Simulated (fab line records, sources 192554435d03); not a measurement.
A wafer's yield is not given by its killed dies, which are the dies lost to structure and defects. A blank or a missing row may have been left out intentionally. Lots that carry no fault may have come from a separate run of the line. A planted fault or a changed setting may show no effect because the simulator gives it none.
Matching of chambers -- flow n5-finfet -- N5_BEOL_M2_ETCHBACK_99 on rie-diel-03 has 4 sister chambers
The step etches SiO2 in CHF3, target depth 5 nm, time 10.4 s. 18 wafers are shown with their chamber, then 9 later ones without.

## EACH WAFER AND ITS CHAMBER
wafer,chamber,throttle-valve-pct (%),showerhead-plenum-p-Torr (Torr),oes-product-au (a.u.)
L076.1,3,17.42,2.14,0.71
L076.3,2,16.99,2.05,0.73
L076.4,1,17.01,2.23,0.73
L079.2,2,17.00,2.05,0.72
L079.4,2,17.00,2.05,0.72
L079.5,3,17.43,2.13,0.70
L086.1,1,17.05,2.22,0.71
L086.3,2,17.02,2.04,0.71
L086.5,0,16.51,2.11,0.97
L085.3,0,16.50,2.11,0.97
L085.4,2,17.02,2.04,0.71
L085.6,1,17.04,2.22,0.72
L087.2,2,17.03,2.04,0.71
L087.4,0,16.52,2.11,0.94
L087.5,1,17.05,2.22,0.70
L090.3,0,16.52,2.11,0.93
L090.5,0,16.52,2.11,0.91
L090.6,2,17.05,2.04,0.70

SIGNATURES, as means of the wafers listed above
reading,chamber 0,chamber 1,chamber 2,chamber 3,scatter within a chamber
throttle-valve-pct,16.5140,17.0375,17.0157,17.4250,0.0169
showerhead-plenum-p-Torr,2.1100,2.2225,2.0443,2.1350,0.0046
oes-product-au,0.9440,0.7150,0.7143,0.7050,0.0166
Rule: distance of a wafer from a chamber = root of the sum over the readings of ((wafer's reading minus chamber's mean) / reading's scatter) squared. The wafer belongs to the nearest chamber; if the next one is less than 2 further off, it can't be placed. The scatter: take each reading less its chamber's mean, square it, sum over the shown wafers, divide by the number of wafers less the number of chambers, and take the root.

## WAFERS MISSING THEIR CHAMBER
wafer,throttle-valve-pct (%),showerhead-plenum-p-Torr (Torr),oes-product-au (a.u.)
L093.2,17.08,2.21,0.70
L093.3,16.53,2.10,0.91
L093.4,17.06,2.03,0.70
L092.4,17.05,2.03,0.70
L092.5,17.06,2.03,0.69
L092.6,17.07,2.21,0.70
L095.2,17.07,2.03,0.69
L095.4,16.57,2.10,0.89
L095.6,16.56,2.10,0.88

## CHAMBER TAKEN BY EACH
wafer,from the rows above,in truth
L093.2,1,1
L093.3,0,0
L093.4,2,2
L092.4,2,2
L092.5,2,2
L092.6,1,1
L095.2,2,2
L095.4,0,0
L095.6,0,0
Correctly placed: 9 of 9. Left unplaced by these rows: 0. Wrongly placed: 0.
